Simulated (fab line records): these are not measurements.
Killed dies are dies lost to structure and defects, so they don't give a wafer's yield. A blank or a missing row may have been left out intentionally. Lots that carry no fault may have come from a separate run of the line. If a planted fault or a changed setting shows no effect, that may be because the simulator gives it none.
fab line records || flow n5-finfet
record: {"lots": 4, "wafers": 12, "last-day": 18}
route steps=1938 shown BEOL_M1@835 BEOL_M2@841 BEOL_M4@1111
lots that met no fault: from a run of the same line without faults
start-h: the number of hours between the record's first day and the start of the first shown wafer of the lot || wait-h: hours from the lot's prior step to this one || " as in the row above || L1.1+2: several wafers, shown together as one row || - no value present, or no start provided || * or withheld: withheld || < > ~ a bound
route shown NAME@n: NAME is a module with steps in the file, n the number in the route of the first one || usual: mean/standard deviation taken from wafers without a fault || same: alike in all rows || chamber/n: place in a boat || sites: each site's reading || _std_site: the values' standard deviation || _edge_site: outer sites' mean less inner sites' || radius-mm: for every site, how far away it sits from the centre of the wafer || mask NAME#n: copy n || behind: the most recent tool/chamber to have shaped the wafer || hold: reason for holding the lot/hours on hold/outcome of the hold || device: which transistor (n, p or np) failed to switch || end of line: tests of these same wafers at the route's end || a step given without rows: its recipe and nothing more || killed: dies that structure and defects cost at the first sort, which is not the same as the wafer's yield || map: shows each die of a wafer: x if killed, . if not, _ if none is there
set.NAME: the setting the step ran with; set.NAME@STEP: the setting that earlier step ran with || model.NAME: the simulator's own value behind a step, which no gauge read
lots seen at some steps along the route; tables by step, rows by wafer
services: from which hour (start-h, from the record's first day; less than 0 if before it) a tool's chamber was out of use, for how many hours, and why
== steps ==
step: N5_BEOL_M1_PRE_CLEAN_60
recipe: {"gas": "NH3/H2", "time-s": 15, "temp-c": "*", "rf-power-w": 300}
step: N5_BEOL_M1_CO_CAP_55
recipe: {"material": "Co", "target-thk-a": 20, "temp-c": 200, "precursor": "CCTBA/H2", "pressure-torr": 30, "time-s": 102.1}
step: N5_BEOL_M1_PRE_CLEAN_56
recipe: {"gas": "NH3", "time-s": 15, "temp-c": "withheld", "rf-power-w": 300}
step: N5_BEOL_M1_DEP_57
recipe: {"material": "SiCN", "target-thk-a": 80, "temp-c": "withheld", "precursor": "3MS/NH3", "pressure-torr": 3, "rf-w": 202, "time-s": 14}
step: N5_BEOL_M2_ILD_DEP_00
recipe: {"material": "SiOC", "target-thk-a": 790, "temp-c": 350, "precursor": "DEMS/O2", "pressure-torr": 5, "rf-w": 500, "time-s": 15.3}
step: N5_BEOL_M2_PECVD_72
recipe: {"material": "SiO2", "target-thk-a": 160, "temp-c": 400, "precursor": "TEOS/O2", "pressure-torr": 5.5, "rf-w": 450, "teos-flow-sccm": 53.8, "gas": "O2", "flow-sccm": 3000, "time-s": 18}
step: N5_BEOL_M2_HM_DEP_02
recipe: {"material": "TiN", "target-thk-a": 200, "temp-c": 25, "chamber-pressure-pa": 0.49996}
step: N5_BEOL_M2_COAT_61
recipe: {"resist": "SOC", "temp-c": 250, "time-s": 60, "spin-rpm": 1500, "resist-thk-nm": 60}
step: N5_BEOL_M2_COAT_62
recipe: {"resist": "SiARC", "temp-c": 220, "time-s": 60, "spin-rpm": 1500, "resist-thk-nm": 12}
usual: {"spin-speed-rpm": "1499.8/1"}
{"lot.wafer": "L107.2", "tool": "litho-track-04", "chamber": 0, "start-h": 137.76, "wait-h": "-", "spin-speed-rpm": 1499.3, "model.SiARC_of_BEOL_M2_COAT_62.thk-nm": 12}
{"lot.wafer": "L107.4", "tool": "litho-track-04", "chamber": 0, "start-h": 137.76, "wait-h": "-", "spin-speed-rpm": 1499.4, "model.SiARC_of_BEOL_M2_COAT_62.thk-nm": 12}
{"lot.wafer": "L107.5", "tool": "litho-track-04", "chamber": 0, "start-h": 137.76, "wait-h": "-", "spin-speed-rpm": 1501.9, "model.SiARC_of_BEOL_M2_COAT_62.thk-nm": 12}
{"lot.wafer": "L121.2", "tool": "litho-track-04", "chamber": 0, "start-h": 217.36, "wait-h": "-", "spin-speed-rpm": 2085.6, "model.SiARC_of_BEOL_M2_COAT_62.thk-nm": 10.2}
{"lot.wafer": "L121.3", "tool": "litho-track-04", "chamber": 0, "start-h": 217.36, "wait-h": "-", "spin-speed-rpm": 2085.9, "model.SiARC_of_BEOL_M2_COAT_62.thk-nm": 10.2}
{"lot.wafer": "L121.4", "tool": "litho-track-04", "chamber": 0, "start-h": 217.36, "wait-h": "-", "spin-speed-rpm": 2084.8, "model.SiARC_of_BEOL_M2_COAT_62.thk-nm": 10.2}
{"lot.wafer": "L124.1", "tool": "litho-track-04", "chamber": 0, "start-h": 240.03, "wait-h": "-", "spin-speed-rpm": 2085.7, "model.SiARC_of_BEOL_M2_COAT_62.thk-nm": 10.2}
{"lot.wafer": "L124.2", "tool": "litho-track-04", "chamber": 0, "start-h": 240.03, "wait-h": "-", "spin-speed-rpm": 2087.0, "model.SiARC_of_BEOL_M2_COAT_62.thk-nm": 10.2}
{"lot.wafer": "L124.3", "tool": "litho-track-04", "chamber": 0, "start-h": 240.03, "wait-h": "-", "spin-speed-rpm": 2085.0, "model.SiARC_of_BEOL_M2_COAT_62.thk-nm": 10.2}
{"lot.wafer": "L127.2", "tool": "litho-track-03", "chamber": 0, "start-h": 272.24, "wait-h": "-", "spin-speed-rpm": 1496.5, "model.SiARC_of_BEOL_M2_COAT_62.thk-nm": 12}
{"lot.wafer": "L127.4", "tool": "litho-track-03", "chamber": 0, "start-h": 272.24, "wait-h": "-", "spin-speed-rpm": 1499.8, "model.SiARC_of_BEOL_M2_COAT_62.thk-nm": 12}
{"lot.wafer": "L127.5", "tool": "litho-track-03", "chamber": 0, "start-h": 272.24, "wait-h": "-", "spin-speed-rpm": 1499.7, "model.SiARC_of_BEOL_M2_COAT_62.thk-nm": 12}
step: N5_BEOL_M2_COAT_73
recipe: {"resist": "underlayer", "temp-c": 205, "time-s": 60, "spin-rpm": 1500, "resist-thk-nm": 5}
step: N5_BEOL_M2_COAT_05
recipe: {"resist": "CAR-EUV", "spin-rpm": 1500, "resist-thk-nm": 30}
step: N5_BEOL_M2_EBR_07
recipe: {"solvent": "PGMEA", "ebr-width-mm": 1.5}
step: N5_BEOL_M2_SOFTBAKE_06
recipe: {"temp-c": 110, "time-s": 60, "resist": "CAR-EUV"}
step: N5_BEOL_M2_EXPOSE_08
recipe: {"mask-id": "M2", "na": 0.33, "source-shape": "dipole", "sigma-inner": 0.369, "sigma-outer": 0.767, "polarization": "unpolarized", "dose-mj": 41.25}
step: N5_BEOL_M2_PEB_09
recipe: {"peb-temp-c": 100, "peb-time-s": 60, "resist": "CAR-EUV"}
step: N5_BEOL_M2_DEVELOP_10
recipe: {"develop-time-s": 30, "developer": "TMAH", "resist": "CAR-EUV", "rinse-liquid": "surfactant-rinse", "dry": "air-spin", "dev-temp-c": 23}
step: N5_BEOL_M2_DESCUM_16
recipe: {"chemistry": "O2", "time-s": 7, "source-power-w": 50, "bias-power-w": 20, "pressure-mtorr": 20, "rf-frequency-hz": 2.712e+07, "temp-c": 40, "resist": "CAR-EUV", "o2-flow-sccm": 225}
step: N5_BEOL_M2_ETCH_74
recipe: {"chemistry": "N2/H2", "target": "underlayer", "target-depth-a": 65, "mask-material": "CAR-EUV", "time-s": 5.2, "ion-energy-ev": 200, "pressure-mtorr": 30, "source-w": 840, "bias-w": 150, "n2-flow-sccm": 200, "h2-flow-sccm": 200, "ends": "cleared"}
step: N5_BEOL_M2_ETCH_63
recipe: {"chemistry": "CF4", "target": "SiARC", "target-depth-a": 156, "mask-material": "CAR-EUV", "time-s": 26, "ion-energy-ev": 80, "pressure-mtorr": 40, "source-w": 545, "bias-w": 36, "Ar_flow_sccm": 100, "cf4-flow-sccm": 100, "ends": "cleared"}
usual: {"drypump-motor-current-A": "5.7/0.42", "etch-rf-on-time-s": "26.0/0.64", "oes-product-au": "0.66/0.074", "rf-fwd-power-W": "532.7/2.5", "rf-vpp-V": "184.1/1.4", "showerhead-plenum-p-Torr": "2.14/0.092", "throttle-valve-pct": "15.70/0.2"}
{"lot.wafer": "L107.2", "tool": "rie-diel-06", "chamber": 0, "start-h": 138.71, "wait-h": 0.0, "drypump-motor-current-A": 6.0, "etch-rf-on-time-s": 26.9, "oes-product-au": 0.66, "rf-fwd-power-W": 532.6, "rf-hours-counter-h": 128, "rf-vpp-V": 184.6, "showerhead-plenum-p-Torr": 2.23, "throttle-valve-pct": 15.56, "model.etch.depth-nm": 11.96}
{"lot.wafer": "L107.4", "tool": "rie-diel-06", "chamber": 3, "start-h": 138.71, "wait-h": 0.0, "drypump-motor-current-A": 5.8, "etch-rf-on-time-s": 26.2, "oes-product-au": 0.68, "rf-fwd-power-W": 532.9, "rf-hours-counter-h": "-", "rf-vpp-V": 187.1, "showerhead-plenum-p-Torr": 2.25, "throttle-valve-pct": 15.70, "model.etch.depth-nm": 11.97}
{"lot.wafer": "L107.5", "tool": "rie-diel-06", "chamber": 1, "start-h": 138.71, "wait-h": 0.0, "drypump-motor-current-A": 5.7, "etch-rf-on-time-s": 25.2, "oes-product-au": 0.63, "rf-fwd-power-W": 531.6, "rf-hours-counter-h": "-", "rf-vpp-V": 183.3, "showerhead-plenum-p-Torr": 2.14, "throttle-valve-pct": 15.99, "model.etch.depth-nm": 11.94}
{"lot.wafer": "L121.2", "tool": "rie-diel-05", "chamber": 1, "start-h": 217.93, "wait-h": 0.0, "drypump-motor-current-A": 6.6, "etch-rf-on-time-s": 21.2, "oes-product-au": 0.80, "rf-fwd-power-W": 531.7, "rf-hours-counter-h": 26, "rf-vpp-V": 185.7, "showerhead-plenum-p-Torr": 2.28, "throttle-valve-pct": 15.67, "model.etch.depth-nm": 10.16}
{"lot.wafer": "L121.3", "tool": "rie-diel-05", "chamber": 3, "start-h": 217.93, "wait-h": 0.0, "drypump-motor-current-A": 5.1, "etch-rf-on-time-s": 22.2, "oes-product-au": 0.61, "rf-fwd-power-W": 531.4, "rf-hours-counter-h": 220, "rf-vpp-V": 184.6, "showerhead-plenum-p-Torr": 2.13, "throttle-valve-pct": 15.73, "model.etch.depth-nm": 10.19}
{"lot.wafer": "L121.4", "tool": "rie-diel-05", "chamber": 3, "start-h": 217.93, "wait-h": 0.0, "drypump-motor-current-A": 5.1, "etch-rf-on-time-s": 22.1, "oes-product-au": 0.61, "rf-fwd-power-W": 531.3, "rf-hours-counter-h": "-", "rf-vpp-V": 185.2, "showerhead-plenum-p-Torr": 2.13, "throttle-valve-pct": 15.74, "model.etch.depth-nm": 10.19}
{"lot.wafer": "L124.1", "tool": "rie-diel-06", "chamber": 3, "start-h": 240.61, "wait-h": 0.0, "drypump-motor-current-A": 5.7, "etch-rf-on-time-s": 22.1, "oes-product-au": 0.65, "rf-fwd-power-W": 533.8, "rf-hours-counter-h": 150, "rf-vpp-V": 185.4, "showerhead-plenum-p-Torr": 2.23, "throttle-valve-pct": 15.75, "model.etch.depth-nm": 10.17}
{"lot.wafer": "L124.2", "tool": "rie-diel-06", "chamber": 2, "start-h": 240.61, "wait-h": 0.0, "drypump-motor-current-A": 5.6, "etch-rf-on-time-s": 21.2, "oes-product-au": 0.60, "rf-fwd-power-W": 531.7, "rf-hours-counter-h": 234, "rf-vpp-V": 181.9, "showerhead-plenum-p-Torr": 2.03, "throttle-valve-pct": 15.74, "model.etch.depth-nm": 10.18}
{"lot.wafer": "L124.3", "tool": "rie-diel-06", "chamber": 0, "start-h": 240.61, "wait-h": 0.0, "drypump-motor-current-A": 6.0, "etch-rf-on-time-s": 22.5, "oes-product-au": 0.64, "rf-fwd-power-W": 532.4, "rf-hours-counter-h": 166, "rf-vpp-V": 186.1, "showerhead-plenum-p-Torr": 2.21, "throttle-valve-pct": 15.63, "model.etch.depth-nm": 10.14}
{"lot.wafer": "L127.2", "tool": "rie-diel-05", "chamber": 1, "start-h": 272.81, "wait-h": 0.0, "drypump-motor-current-A": 6.6, "etch-rf-on-time-s": 25.2, "oes-product-au": 0.77, "rf-fwd-power-W": 529.5, "rf-hours-counter-h": 44, "rf-vpp-V": 184.6, "showerhead-plenum-p-Torr": 2.28, "throttle-valve-pct": 15.71, "model.etch.depth-nm": 11.96}
{"lot.wafer": "L127.4", "tool": "rie-diel-05", "chamber": 3, "start-h": 272.81, "wait-h": 0.0, "drypump-motor-current-A": 5.1, "etch-rf-on-time-s": 26.3, "oes-product-au": 0.60, "rf-fwd-power-W": 530.7, "rf-hours-counter-h": 241, "rf-vpp-V": 183.7, "showerhead-plenum-p-Torr": 2.12, "throttle-valve-pct": 15.78, "model.etch.depth-nm": 12}
{"lot.wafer": "L127.5", "tool": "rie-diel-05", "chamber": 0, "start-h": 272.81, "wait-h": 0.0, "drypump-motor-current-A": 5.3, "etch-rf-on-time-s": 26.2, "oes-product-au": 0.62, "rf-fwd-power-W": 534.6, "rf-hours-counter-h": "-", "rf-vpp-V": 181.8, "showerhead-plenum-p-Torr": 1.96, "throttle-valve-pct": 15.91, "model.etch.depth-nm": 11.95}
step: N5_BEOL_M2_ETCH_64
recipe: {"chemistry": "N2/H2", "target": "SOC", "target-depth-a": 750, "overetch-a": 225, "mask-material": "SiARC", "temp-c": 40, "time-s": 121.9, "ion-energy-ev": 200, "pressure-mtorr": 30, "source-w": 840, "bias-w": 150, "n2-flow-sccm": 200, "h2-flow-sccm": 200}
usual: {"drypump-motor-current-A": "5.7/0.42", "oes-product-au": "0.58/0.062", "rf-fwd-power-W": "836.9/2.5", "rf-vpp-V": "524/3.1", "showerhead-plenum-p-Torr": "2.54/0.11", "temp-c": "40.01/0.11", "throttle-valve-pct": "17.89/0.24"}
{"lot.wafer": "L107.2", "tool": "rie-diel-06", "chamber": 0, "start-h": 138.73, "wait-h": 0.0, "drypump-motor-current-A": 6.0, "oes-product-au": 0.60, "rf-fwd-power-W": 834.1, "rf-hours-counter-h": 128, "rf-vpp-V": 527, "showerhead-plenum-p-Torr": 2.66, "temp-c": 39.97, "throttle-valve-pct": 17.84, "model.SiARC_of_BEOL_M2_COAT_62.thk-nm": 6.6}
{"lot.wafer": "L107.4", "tool": "rie-diel-06", "chamber": 3, "start-h": 138.73, "wait-h": 0.0, "drypump-motor-current-A": 5.7, "oes-product-au": 0.61, "rf-fwd-power-W": 838.0, "rf-hours-counter-h": "-", "rf-vpp-V": 526, "showerhead-plenum-p-Torr": 2.64, "temp-c": 39.91, "throttle-valve-pct": 17.64, "model.SiARC_of_BEOL_M2_COAT_62.thk-nm": 6.4}
{"lot.wafer": "L107.5", "tool": "rie-diel-06", "chamber": 1, "start-h": 138.73, "wait-h": 0.0, "drypump-motor-current-A": 5.8, "oes-product-au": 0.55, "rf-fwd-power-W": 835.9, "rf-hours-counter-h": "-", "rf-vpp-V": 522, "showerhead-plenum-p-Torr": 2.53, "temp-c": 40.06, "throttle-valve-pct": 18.29, "model.SiARC_of_BEOL_M2_COAT_62.thk-nm": 6}
{"lot.wafer": "L121.2", "tool": "rie-diel-05", "chamber": 1, "start-h": 217.96, "wait-h": 0.0, "drypump-motor-current-A": 6.6, "oes-product-au": 0.71, "rf-fwd-power-W": 830.5, "rf-hours-counter-h": 26, "rf-vpp-V": 530, "showerhead-plenum-p-Torr": 2.73, "temp-c": 40.10, "throttle-valve-pct": 17.97, "model.SiARC_of_BEOL_M2_COAT_62.thk-nm": 4.4}
{"lot.wafer": "L121.3", "tool": "rie-diel-05", "chamber": 3, "start-h": 217.96, "wait-h": 0.0, "drypump-motor-current-A": 5.1, "oes-product-au": 0.54, "rf-fwd-power-W": 841.5, "rf-hours-counter-h": 220, "rf-vpp-V": 523, "showerhead-plenum-p-Torr": 2.49, "temp-c": 39.76, "throttle-valve-pct": 17.76, "model.SiARC_of_BEOL_M2_COAT_62.thk-nm": 4.6}
{"lot.wafer": "L121.4", "tool": "rie-diel-05", "chamber": 3, "start-h": 217.96, "wait-h": 0.0, "drypump-motor-current-A": 5.1, "oes-product-au": 0.54, "rf-fwd-power-W": 839.4, "rf-hours-counter-h": "-", "rf-vpp-V": 522, "showerhead-plenum-p-Torr": 2.49, "temp-c": 39.99, "throttle-valve-pct": 17.77, "model.SiARC_of_BEOL_M2_COAT_62.thk-nm": 4.6}
{"lot.wafer": "L124.1", "tool": "rie-diel-06", "chamber": 3, "start-h": 240.64, "wait-h": 0.0, "drypump-motor-current-A": 5.8, "oes-product-au": 0.58, "rf-fwd-power-W": 837.2, "rf-hours-counter-h": 150, "rf-vpp-V": 526, "showerhead-plenum-p-Torr": 2.63, "temp-c": 39.99, "throttle-valve-pct": 17.69, "model.SiARC_of_BEOL_M2_COAT_62.thk-nm": 4.4}
{"lot.wafer": "L124.2", "tool": "rie-diel-06", "chamber": 2, "start-h": 240.64, "wait-h": 0.0, "drypump-motor-current-A": 5.6, "oes-product-au": 0.52, "rf-fwd-power-W": 837.9, "rf-hours-counter-h": 234, "rf-vpp-V": 520, "showerhead-plenum-p-Torr": 2.40, "temp-c": 40.14, "throttle-valve-pct": 17.92, "model.SiARC_of_BEOL_M2_COAT_62.thk-nm": 4.4}
{"lot.wafer": "L124.3", "tool": "rie-diel-06", "chamber": 0, "start-h": 240.64, "wait-h": 0.0, "drypump-motor-current-A": 6.0, "oes-product-au": 0.58, "rf-fwd-power-W": 834.2, "rf-hours-counter-h": 166, "rf-vpp-V": 526, "showerhead-plenum-p-Torr": 2.64, "temp-c": 40.01, "throttle-valve-pct": 17.93, "model.SiARC_of_BEOL_M2_COAT_62.thk-nm": 4.8}
{"lot.wafer": "L127.2", "tool": "rie-diel-05", "chamber": 1, "start-h": 272.83, "wait-h": 0.0, "drypump-motor-current-A": 6.6, "oes-product-au": 0.67, "rf-fwd-power-W": 835.0, "rf-hours-counter-h": 44, "rf-vpp-V": 527, "showerhead-plenum-p-Torr": 2.72, "temp-c": 40.04, "throttle-valve-pct": 18.02, "model.SiARC_of_BEOL_M2_COAT_62.thk-nm": 6.2}
{"lot.wafer": "L127.4", "tool": "rie-diel-05", "chamber": 3, "start-h": 272.83, "wait-h": 0.0, "drypump-motor-current-A": 5.1, "oes-product-au": 0.53, "rf-fwd-power-W": 835.6, "rf-hours-counter-h": 241, "rf-vpp-V": 523, "showerhead-plenum-p-Torr": 2.48, "temp-c": 40.03, "throttle-valve-pct": 17.80, "model.SiARC_of_BEOL_M2_COAT_62.thk-nm": 6.6}
{"lot.wafer": "L127.5", "tool": "rie-diel-05", "chamber": 0, "start-h": 272.83, "wait-h": 0.0, "drypump-motor-current-A": 5.3, "oes-product-au": 0.55, "rf-fwd-power-W": 840.8, "rf-hours-counter-h": "-", "rf-vpp-V": 517, "showerhead-plenum-p-Torr": 2.34, "temp-c": 39.97, "throttle-valve-pct": 18.25, "model.SiARC_of_BEOL_M2_COAT_62.thk-nm": 6.4}
step: N5_BEOL_M2_STRIP_65
recipe: {"chemistry": "N2/H2", "temp-c": 40, "n2-flow-sccm": 200, "h2-flow-sccm": 200, "rf-frequency-hz": 6e+07}
step: N5_BEOL_M4_RC_MEAS_101
usual: {"DIBL_N": "35.9/1.4", "DIBL_P": "35.9/1.7", "IOFF_N": "0.160/0.026", "IOFF_P": "0.21/0.036", "ION_N": "672/11", "ION_P": "461/8.1", "SS_N": "71.4/0.54", "SS_P": "73.2/0.67", "VT_N": "249.3/2.7", "VT_P": "-250/3.9"}
{"lot.wafer": "L107.2", "tool": "prober-01", "chamber": 0, "start-h": 161.78, "wait-h": 0.2, "DIBL_N[mV/V]": 36.8, "DIBL_P[mV/V]": 37.7, "IOFF_N[nA/um]": 0.200, "IOFF_P[nA/um]": 0.31, "ION_N[uA/um]": 685, "ION_P[uA/um]": 476, "SS_N[mV/dec]": 72.0, "SS_P[mV/dec]": 74.3, "VT_N[mV]": 247.4, "VT_P[mV]": -240}
{"lot.wafer": "L107.4", "tool": "prober-01", "chamber": 0, "start-h": 161.78, "wait-h": 0.2, "DIBL_N[mV/V]": 35.4, "DIBL_P[mV/V]": 35.9, "IOFF_N[nA/um]": 0.170, "IOFF_P[nA/um]": 0.26, "ION_N[uA/um]": 678, "ION_P[uA/um]": 475, "SS_N[mV/dec]": 71.1, "SS_P[mV/dec]": 73.8, "VT_N[mV]": 245.1, "VT_P[mV]": -245}
{"lot.wafer": "L107.5", "tool": "prober-01", "chamber": 0, "start-h": 161.78, "wait-h": 0.2, "DIBL_N[mV/V]": 36.1, "DIBL_P[mV/V]": 36.6, "IOFF_N[nA/um]": 0.182, "IOFF_P[nA/um]": 0.28, "ION_N[uA/um]": 680, "ION_P[uA/um]": 474, "SS_N[mV/dec]": 71.8, "SS_P[mV/dec]": 73.4, "VT_N[mV]": 247.2, "VT_P[mV]": -244}
{"lot.wafer": "L121.2", "tool": "prober-01", "chamber": 0, "start-h": 254.57, "wait-h": 0.2, "DIBL_N[mV/V]": 38.7, "DIBL_P[mV/V]": 38.9, "IOFF_N[nA/um]": 0.234, "IOFF_P[nA/um]": 0.30, "ION_N[uA/um]": 702, "ION_P[uA/um]": 480, "SS_N[mV/dec]": 72.1, "SS_P[mV/dec]": 74.8, "VT_N[mV]": 240.6, "VT_P[mV]": -243}
{"lot.wafer": "L121.3", "tool": "prober-01", "chamber": 0, "start-h": 254.57, "wait-h": 0.2, "DIBL_N[mV/V]": 35.7, "DIBL_P[mV/V]": 34.8, "IOFF_N[nA/um]": 0.174, "IOFF_P[nA/um]": 0.23, "ION_N[uA/um]": 687, "ION_P[uA/um]": 466, "SS_N[mV/dec]": 72.4, "SS_P[mV/dec]": 73.2, "VT_N[mV]": 246.4, "VT_P[mV]": -248}
{"lot.wafer": "L121.4", "tool": "prober-01", "chamber": 0, "start-h": 254.57, "wait-h": 0.2, "DIBL_N[mV/V]": 36.8, "DIBL_P[mV/V]": 36.1, "IOFF_N[nA/um]": 0.193, "IOFF_P[nA/um]": 0.24, "ION_N[uA/um]": 682, "ION_P[uA/um]": 464, "SS_N[mV/dec]": 71.8, "SS_P[mV/dec]": 74.2, "VT_N[mV]": 244.8, "VT_P[mV]": -246}
{"lot.wafer": "L124.1", "tool": "prober-02", "chamber": 0, "start-h": 260.94, "wait-h": 0.0, "DIBL_N[mV/V]": 35.9, "DIBL_P[mV/V]": 34.7, "IOFF_N[nA/um]": 0.152, "IOFF_P[nA/um]": 0.22, "ION_N[uA/um]": 664, "ION_P[uA/um]": 459, "SS_N[mV/dec]": 71.1, "SS_P[mV/dec]": 73.4, "VT_N[mV]": 249.3, "VT_P[mV]": -249}
{"lot.wafer": "L124.2", "tool": "prober-02", "chamber": 0, "start-h": 260.94, "wait-h": 0.0, "DIBL_N[mV/V]": 37.0, "DIBL_P[mV/V]": 36.9, "IOFF_N[nA/um]": 0.172, "IOFF_P[nA/um]": 0.27, "ION_N[uA/um]": 663, "ION_P[uA/um]": 461, "SS_N[mV/dec]": 71.4, "SS_P[mV/dec]": 73.1, "VT_N[mV]": 246.3, "VT_P[mV]": -247}
{"lot.wafer": "L124.3", "tool": "prober-02", "chamber": 0, "start-h": 260.94, "wait-h": 0.0, "DIBL_N[mV/V]": 35.3, "DIBL_P[mV/V]": 35.3, "IOFF_N[nA/um]": 0.155, "IOFF_P[nA/um]": 0.24, "ION_N[uA/um]": 676, "ION_P[uA/um]": 473, "SS_N[mV/dec]": 70.9, "SS_P[mV/dec]": 72.8, "VT_N[mV]": 247.6, "VT_P[mV]": -245}
{"lot.wafer": "L127.2", "tool": "prober-02", "chamber": 0, "start-h": 309.51, "wait-h": 0.2, "DIBL_N[mV/V]": 36.5, "DIBL_P[mV/V]": 34.8, "IOFF_N[nA/um]": 0.142, "IOFF_P[nA/um]": 0.16, "ION_N[uA/um]": 669, "ION_P[uA/um]": 456, "SS_N[mV/dec]": 71.0, "SS_P[mV/dec]": 73.1, "VT_N[mV]": 250.3, "VT_P[mV]": -257}
{"lot.wafer": "L127.4", "tool": "prober-02", "chamber": 0, "start-h": 309.51, "wait-h": 0.2, "DIBL_N[mV/V]": 36.6, "DIBL_P[mV/V]": 35.4, "IOFF_N[nA/um]": 0.139, "IOFF_P[nA/um]": 0.16, "ION_N[uA/um]": 658, "ION_P[uA/um]": 447, "SS_N[mV/dec]": 71.4, "SS_P[mV/dec]": 73.3, "VT_N[mV]": 253.1, "VT_P[mV]": -257}
{"lot.wafer": "L127.5", "tool": "prober-02", "chamber": 0, "start-h": 309.51, "wait-h": 0.2, "DIBL_N[mV/V]": 35.4, "DIBL_P[mV/V]": 33.4, "IOFF_N[nA/um]": 0.124, "IOFF_P[nA/um]": 0.14, "ION_N[uA/um]": 665, "ION_P[uA/um]": 448, "SS_N[mV/dec]": 70.8, "SS_P[mV/dec]": 72.6, "VT_N[mV]": 252.1, "VT_P[mV]": -257}
== services ==
{"tool": "rie-diel-06", "chamber": 2, "start-h": 130.51, "hours": 8.3, "kind": "repair"}
{"tool": "rie-diel-05", "chamber": 1, "start-h": 139.24, "hours": "-", "kind": "clean"}
{"tool": "rie-diel-05", "chamber": 1, "start-h": 139.24, "hours": "-", "kind": "consumable-replace:focus-ring"}
{"tool": "rie-diel-05", "chamber": 1, "start-h": 139.24, "hours": "-", "kind": "consumable-replace:showerhead"}
{"tool": "rie-diel-05", "chamber": 1, "start-h": 139.24, "hours": 12.1, "kind": "scheduled-down"}
{"tool": "rie-diel-05", "chamber": 1, "start-h": 139.24, "hours": 12.1, "kind": "vent-cycle"}
{"tool": "rie-diel-06", "chamber": 3, "start-h": 159.99, "hours": 6.8, "kind": "repair"}
{"tool": "rie-diel-05", "chamber": 2, "start-h": 204.27, "hours": "-", "kind": "clean"}
{"tool": "rie-diel-05", "chamber": 2, "start-h": 204.27, "hours": "-", "kind": "consumable-replace:focus-ring"}
{"tool": "rie-diel-05", "chamber": 2, "start-h": 204.27, "hours": "-", "kind": "consumable-replace:showerhead"}
{"tool": "rie-diel-05", "chamber": 2, "start-h": 204.27, "hours": 26.8, "kind": "scheduled-down"}
{"tool": "rie-diel-05", "chamber": 2, "start-h": 204.27, "hours": 26.8, "kind": "vent-cycle"}
{"tool": "rie-diel-06", "chamber": 1, "start-h": 211.69, "hours": "-", "kind": "clean"}
{"tool": "rie-diel-06", "chamber": 1, "start-h": 211.69, "hours": "-", "kind": "consumable-replace:focus-ring"}
{"tool": "rie-diel-06", "chamber": 1, "start-h": 211.69, "hours": 15.6, "kind": "scheduled-down"}
{"tool": "rie-diel-06", "chamber": 1, "start-h": 211.69, "hours": 15.6, "kind": "vent-cycle"}
{"tool": "rie-diel-05", "chamber": 1, "start-h": 221.26, "hours": 6.6, "kind": "repair"}
== key ==
first-sign: {"step": "N5_BEOL_M2_COAT_62", "reading": "spin-speed-rpm", "direction": "up", "sigmas": "99+", "usual": "*", "struck": "*"}
effect: {"step": "N5_BEOL_M2_ETCH_63", "reading": "etch-rf-on-time-s", "direction": "down", "sigmas": 6.5, "usual": "*", "struck": "*"}
model-effect: {"step": "N5_BEOL_M2_COAT_62", "value": "SiARC_of_BEOL_M2_COAT_62.thk-nm", "without": 12, "struck": 10.2}
model-effect: {"step": "N5_BEOL_M2_ETCH_63", "value": "etch.depth-nm", "without": 11.99, "struck": 10.17}
model-effect: {"step": "N5_BEOL_M2_ETCH_64", "value": "SiARC_of_BEOL_M2_COAT_62.thk-nm", "without": 6.4, "struck": 4.533}
met-at N5_BEOL_M2_COAT_62
struck-wafers L121.2,L121.3,L121.4,L124.1,L124.2,L124.3
onset-between 137.76 217.36
fault: {"kind": "process-parameter-drift", "tool": "litho-track-04", "chamber": "-", "onset-h": 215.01, "steps": "N5_BEOL_M2_COAT_62", "channel": "spin-rpm", "offset": "*", "shape": "step", "end-h": 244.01, "acts-in": "*", "stated": "*"}
